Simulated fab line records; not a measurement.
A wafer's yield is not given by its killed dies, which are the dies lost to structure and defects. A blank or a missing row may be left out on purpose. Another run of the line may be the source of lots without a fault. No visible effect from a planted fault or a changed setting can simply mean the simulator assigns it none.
fab line records -- flow n5Finfet
record: lots: 4, wafers: 12, lastDay: 18
route steps=1938 shown BEOL_M0_CUTY@705 BEOL_M0@715 PASSIVATION@1936
lots with no fault: from the same line, run without faults
startH: start of the lot's first displayed wafer, in hours after the record's first day -- waitH: hours since the lot's step before -- " unchanged from the row above -- L1.1+2: a single row standing in for several wafers -- - value missing, or start not given -- * or withheld: withheld -- < > ~ a bound
route shown NAME@n: NAME is a module with steps in the file, n the number in the route of the first one -- usual: the fault-free wafers' mean and standard deviation -- same: alike in all rows -- chamber/n: place in a boat -- sites: the reading at each site -- _std_site: standard deviation of those values -- _edge_site: mean of outer sites minus mean of inner sites -- radiusMm: how far each site lies from the wafer's centre -- mask NAME#n: copy n -- behind: tool/chamber where the wafer was last shaped -- hold: reason for holding the lot/hours on hold/outcome of the hold -- device: which transistor (n, p or np) failed to switch -- end of line: the tests these same wafers got at the end of their route -- a step given without rows: its recipe and nothing more -- killed: at the first sort, the dies lost to defects and structure; wafer yield is something else -- map: the dies of a wafer, with x for killed, . for not killed, _ for no die there
set.NAME: the setting as run; set.NAME@STEP: as run at that earlier step -- model.NAME: the simulator's own value behind a step, which no gauge read
lots seen at some steps along the route; tables by step, rows by wafer
== steps ==
step: N5_BEOL_M0_CUTY_EXPOSE_54
recipe: maskId: M0_ABLK, na: 1.35, sourceShape: conventional, sigmaOuter: 0.8, polarization: unpolarized, doseMj: 36
step: N5_BEOL_M0_CUTY_PEB_55
recipe: pebTempC: 110, pebTimeS: 60, resist: CAR-ArF-block
step: N5_BEOL_M0_CUTY_DEVELOP_56
recipe: developTimeS: 30, developer: TMAH, resist: CAR-ArF-block, rinseLiquid: diw, dry: airSpin, devTempC: 23
step: N5_BEOL_M0_CUTY_DESCUM_61
recipe: chemistry: O2, timeS: 7.9, sourcePowerW: 50, biasPowerW: 20, pressureMtorr: 20, rfFrequencyHz: 2.712e+07, tempC: 40, resist: CAR-ArF-block, o2FlowSccm: 225
step: N5_BEOL_M0_CUTY_ETCH_62
recipe: chemistry: CF4, target: SiARC, maskMaterial: CAR-ArF-block, timeS: 58.5, ionEnergyEv: 80, pressureMtorr: 40, sourceW: 545, biasW: 36, Ar_flow_sccm: 100, cf4FlowSccm: 100, ends: cleared
step: N5_BEOL_M0_CUTY_ETCH_63
recipe: chemistry: N2/H2, target: SOC, targetDepthA: 827, overetchA: 165, maskMaterial: SiARC, tempC: 40, ionEnergyEv: 200, timeS: 124, pressureMtorr: 30, sourceW: 840, biasW: 150, n2FlowSccm: 200, h2FlowSccm: 200
step: N5_BEOL_M0_CUTY_STRIP_64
recipe: chemistry: N2/H2, tempC: 40, n2FlowSccm: 200, h2FlowSccm: 200, rfFrequencyHz: 6e+07
step: N5_BEOL_M0_ETCH_138
recipe: chemistry: CH3F/O2, targetDepthA: 120, target: SiCN, timeS: 31.6, ionEnergyEv: 120, pressureMtorr: 30, sourceW: 395, biasW: 75, Ar_flow_sccm: 150, CH3F_flow_sccm: 30, O2_flow_sccm: 20, ends: cleared
step: N5_BEOL_M0_HM_OPEN_105
recipe: chemistry: Cl2/BCl3, targetDepthA: 120, target: TiN, ionEnergyEv: 150, pressureMtorr: 10, icpW: 1000, biasW: 126, Cl2_flow_sccm: 53.25, bcl3FlowSccm: 21.75, Ar_flow_sccm: 25
step: N5_BEOL_M0_STRIP_140
recipe: chemistry: CF4, resist: SiARC, powerW: 300, biasPowerW: 75, pressureMtorr: 50, cf4FlowSccm: 150, rfFrequencyHz: 6e+07
usual: drypumpMotorCurrentA: 5.7/0.41, oesProductAu: 0.76/0.081, rfVppV: 271.3/1.3, showerheadPlenumPTorr: 1.80/0.035, throttleValvePct: 13.63/0.21
lot.wafer,tool,chamber,startH,waitH,drypumpMotorCurrentA,oesProductAu,rfHoursCounterH,rfVppV,showerheadPlenumPTorr,throttleValvePct
L992.2,rieDiel-05,0,217.85,0.2,6.2,0.70,181,268.9,1.78,13.79
L992.3,rieDiel-05,3,217.85,0.2,5.3,0.84,41,271.5,1.81,13.29
L992.5,rieDiel-05,1,217.85,0.2,5.4,0.73,-,269.8,1.79,13.84
L993.1,rieDiel-05,2,220.76,0.2,5.5,0.68,230,270.3,1.78,13.74
L993.4,rieDiel-05,1,220.76,0.2,5.4,0.72,184,271.1,1.79,13.84
L993.5,rieDiel-05,2,220.76,0.2,5.5,0.68,-,271.7,1.78,13.73
L994.2,rieDiel-05,2,229.09,0.1,5.5,0.68,233,271.4,1.78,13.76
L994.4,rieDiel-05,0,229.09,0.1,6.2,0.69,185,271.4,1.78,13.78
L994.6,rieDiel-05,1,229.09,0.1,5.4,0.71,-,272.4,1.78,13.88
L996.2,rieDiel-06,1,237.50,0.1,5.7,0.83,56,271.4,1.83,13.40
L996.3,rieDiel-06,3,237.50,0.1,5.8,0.71,193,273.1,1.77,13.69
L996.5,rieDiel-06,2,237.50,0.1,6.3,0.69,-,269.2,1.78,13.84
step: N5_BEOL_M0_STRIP_104
recipe: chemistry: N2/H2, powerW: 450, tempC: 40, pressureMtorr: 20, rfFrequencyHz: 6e+07, overashFraction: 0.3, biasPowerW: 7, h2Frac: 0.5, n2FlowSccm: 200, h2FlowSccm: 200
step: N5_BEOL_M0_WET_ETCH_106
recipe: chemistry: DHF, dilution: 10:1, tempC: 25, target: SiO2, targetDepthA: 1300, dry: ipaMarangoni, rinseTimeS: 30, rinseTempC: 23
step: N5_BEOL_M0_ETCH_128
recipe: chemistry: CF4/N2, targetDepthA: 120, overetchA: 51, target: SiCN, timeS: 21.4, ionEnergyEv: 150, pressureMtorr: 40, sourceW: 430, biasW: 70, Ar_flow_sccm: 100, cf4FlowSccm: 60, n2FlowSccm: 60
step: N5_BEOL_M0_TRENCH_ETCH_107
recipe: chemistry: C4F6/O2, targetDepthA: 328, target: SiOC, timeS: 16.4, ionEnergyEv: 250, pressureMtorr: 30, sourceW: 355, biasW: 185, Ar_flow_sccm: 300, C4F6_flow_sccm: 10, O2_flow_sccm: 10
step: N5_BEOL_M0_STRIP_142
recipe: chemistry: N2/H2, timeS: 10, powerW: 450, tempC: 40, pressureMtorr: 20, rfFrequencyHz: 6e+07, biasPowerW: 7, n2FlowSccm: 200, h2FlowSccm: 200
step: N5_BEOL_M0_HM_STRIP_129
recipe: chemistry: peroxideTinStrip, material: TiN, targetDepthA: 170, tempC: 50, timeS: 108
step: N5_BEOL_M0_SRD_130
recipe: timeS: 30, tempC: 23, rinseLiquid: diw, dry: ipaMarangoni
step: N5_BEOL_M0_ETCH_109
recipe: chemistry: CH3F/O2, targetDepthA: 80, overetchA: 24, target: SiCN, timeS: 27.4, ionEnergyEv: 120, pressureMtorr: 30, sourceW: 395, biasW: 75, Ar_flow_sccm: 150, CH3F_flow_sccm: 30, O2_flow_sccm: 20
step: N5_BEOL_M0_STRIP_139
recipe: chemistry: postEtchResidueRemover, timeS: 60, tempC: 25, removerPh: withheld, removerWaterWtPct: withheld, removerFluorideWtPct: withheld
step: N5_BEOL_M0_SRD_111
recipe: timeS: 30, tempC: 23, rinseLiquid: diw, dry: ipaMarangoni
step: N5_BEOL_M0_DEGAS_112
recipe: ambient: vacuum, tempC: 250, timeS: 60
step: N5_BEOL_M0_PRE_CLEAN_113
recipe: gas: H2/He, timeS: 30, tempC: 250
step: N5_BEOL_M0_ALD_136
recipe: material: TaN, targetThkA: *, tempC: 275, aldPrecursorFamily: PDMAT, aldCoReactant: NH3, pressureTorr: 3, carrierFlowSccm: 1500, pulseTimeS: 2, purgeTimeS: 3, coReactantPurgeTimeS: 2, coReactantPulseTimeS: 3, aldCycles: 30, precursorVesselTempC: 75, precursorVesselPressureTorr: 26.25, precursorVesselCarrierSccm: 1000
step: N5_BEOL_M0_SURFACE_TREAT_137
recipe: gas: Ar, timeS: *, ionEnergyEv: *, ionCurrentMaCm2: 0.5, pressureMtorr: *, arFlowSccm: 30
step: N5_BEOL_M0_CVD_115
recipe: material: Co, targetThkA: *, tempC: withheld, precursor: CCTBA/H2, pressureTorr: 30, timeS: 120
step: N5_BEOL_M0_SPUTTER_116
recipe: material: Cu, targetThkA: 40, tempC: -20, chamberPressurePa: 0.07, powerW: withheld, timeS: 7.37
step: N5_BEOL_M0_ANNEAL_117
recipe: tempC: 400, timeS: 60, ambient: vacuum
step: N5_BEOL_M0_SPUTTER_132
recipe: material: Cu, targetThkA: 40, tempC: -20, chamberPressurePa: 0.07, powerW: withheld, timeS: 7.37
step: N5_BEOL_M0_ANNEAL_133
recipe: tempC: 400, timeS: 60, ambient: vacuum
step: N5_BEOL_M0_SPUTTER_134
recipe: material: Cu, targetThkA: 40, tempC: -20, chamberPressurePa: 0.07, powerW: withheld, timeS: 7.37
step: N5_BEOL_M0_ANNEAL_135
recipe: tempC: 400, timeS: 60, ambient: vacuum
step: N5_BEOL_M0_SPUTTER_141
recipe: material: Cu, targetThkA: 40, tempC: -20, chamberPressurePa: 0.07, powerW: withheld, timeS: 7.37
step: N5_BEOL_M0_ECD_118
recipe: material: Cu, targetThkA: 3000
step: N5_BEOL_M0_ANNEAL_119
recipe: tempC: 225, timeS: 90, ambient: N2
step: N5_BEOL_M0_CMP_120
recipe: stopOn: SiOC, tOverpolishS: 6.9, downForcePsi: 1, platenRpm: 50, clearingPlatenDownForcePsi: 1.5, clearingPlatenRpm: 50, postCmpClean: cuAlkaline, clearingPlatenPadVelocityMS: 0.99484, padVelocityMS: 0.99484
step: N5_BEOL_M0_PRE_CLEAN_131
recipe: gas: NH3/H2, timeS: 15, tempC: *, rfPowerW: 300
step: N5_BEOL_M0_CO_CAP_123
recipe: material: Co, targetThkA: 20, tempC: 200, precursor: CCTBA/H2, pressureTorr: 30, timeS: 102.1
step: N5_PASSIVATION_PROBE_49
usual: defectLimitedYield: 91.6/1.4, killed_at_M0_to_M3: 33/10, killed_at_M4_up: 13/5.3, killedAtContacts: 13/5.9, killedAtFrontEnd: 36/12, killedAtOther: 4/3.1, killedDies: 99/16, killedOnRim: 13/4.2, killedOpen: 65/13, killedShort: 32/7.3, sort_bin_5_function: 4.9/0.9, sort_bin_6_memory: 3.1/0.66, sortNPass: 1081/17, sortYieldPct: 91.6/1.4
same: grossDies: 1180, killedAtBackSide: 0, sort_bin_4_leakage[%]: 0, sort_bin_8_speed[%]: 0
lot.wafer,tool,chamber,startH,waitH,defectLimitedYield[%],killed_at_M0_to_M3,killed_at_M4_up,killedAtContacts,killedAtFrontEnd,killedAtOther,killedDies,killedOnRim,killedOpen,killedShort,sort_bin_5_function[%],sort_bin_6_memory[%],sortNPass,sortYieldPct[%]
L993.4,prober-01,-,404.43,0.2,89.3,75,9,7,27,8,126,25,46,27,6.6,3.2,1054,89.3
L994.6,prober-02,-,429.03,0.3,87.4,87,14,10,37,1,149,37,61,34,7.1,4.1,1031,87.4
killed by level:class
L993.4 BEOL_M0:unspecified=51 MOL_CONTACT_COAG:geometricParticle:open=7 BEOL_M3:geometricParticle:open=7 BEOL_M0_SAQP:geometricParticle:open=6 ILD0:geometricParticle:short=4 MIM_BOT:geometricParticle:open=4 STARTING-WAFER:geometricParticle:open=4 GATE_CUT:geometricParticle:short=3
L994.6 BEOL_M0:unspecified=53 BEOL_M4:geometricParticle:open=9 BEOL_M0_SAQP:geometricParticle:open=8 BEOL_M2:geometricParticle:open=8 FIN_SAQP:geometricParticle:short=7 DUMMY_GATE:geometricParticle:open=7 MOL_CONTACT_COAG:geometricParticle:open=7 BEOL_M0_SAQP:geometricParticle:short=7
map L993.4 (x killed, . not)
_________________.....x.xxxxx________________
______________..........xxxxxxxx_____________
___________.............xxxxxxxxxxx__________
__________...x...........x.xxxxxxxxx_________
________..xx...............xxxxxxxx.x._______
_______..x....x..........x..xxxx.xxx...______
______......................x..xx......._____
_____x........x........x.................____
____....................................x.___
___......................x....x.........x..__
___............xx..........x.........x.....__
__............xx............................_
__.........x.....x........x................._
_............................................
_..............x...........x..x..............
_...xx..........x............................
_..........x..........x.x.........x..........
_................x.........x.......x.........
_..x...........................x.x..x..x.....
_.........xx.......x.........x...............
_.x..........x...x.....x.....................
__.....x.............x......................_
__..............................x..........._
___x........x........x.x................x..__
___............................x........x..__
____..............x.......................___
_____.............................x......____
______..........x......................._____
_______.x...x..........x...............______
________....x....x.......x.......x...._______
__________........x................._________
___________x................x......__________
______________.................._____________
_________________...x........________________
map L994.6 (x killed, . not)
_________________xx..x..xxxxx________________
______________.xx.......xxxxxxxx_____________
___________.....x.x...xx.xxxxxxxxxx__________
__________.............x..xxxxxxxxxx_________
________................xxxxx.xxxxxxx._______
_______........x..........xxx..xx.xx.x.______
______......xx....x..........x....x....._____
_____......x.........x....x.....xx.......____
____............x.........................___
___x...x...................................__
___.......................x.............x..__
__.............x..........................x._
__............................x............._
_............x.........x....x................
_...........x......x........x.........x......
_x.......x...x.......x.x.....................
_..........x.....x.............x...........x.
_............xx..............................
_...x.......x......x.......x..............xx.
_............x.......x..........x...........x
_........................................x...
__.............x..............x............._
__x.......x......x....x....................._
___..............x...........xx.....x...x..__
___.x......x....x...............x.........x__
____.x..x.x................x...x..........___
_____....................................____
______x................x..........xx.x.._____
_______...........................x....______
________..x.....................x....x_______
__________.......xx.xx.............._________
___________..................x...x.__________
______________.................._____________
_________________..x...x.....________________
== key ==
firstSign: step: N5_PASSIVATION_PROBE_49, reading: killed_at_M0_to_M3, direction: up, sigmas: 4.8, usual: 33, struck: 81
effect: step: N5_PASSIVATION_PROBE_49, reading: killedOnRim, direction: up, sigmas: 4.3, usual: 13, struck: 31
moreKillsBornAt: N5_BEOL_M0_STRIP_140@rieDiel-05: 104
metAt N5_BEOL_M0_STRIP_140
struckWafers L993.4,L994.6
onsetBetween 217.85 220.76
fault: kind: chamberParticleSource, tool: rieDiel-05, chamber: 1, onsetH: 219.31, steps: N5_BEOL_M0_STRIP_140, ratePerVisitCm2: 0.57426, endH: 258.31
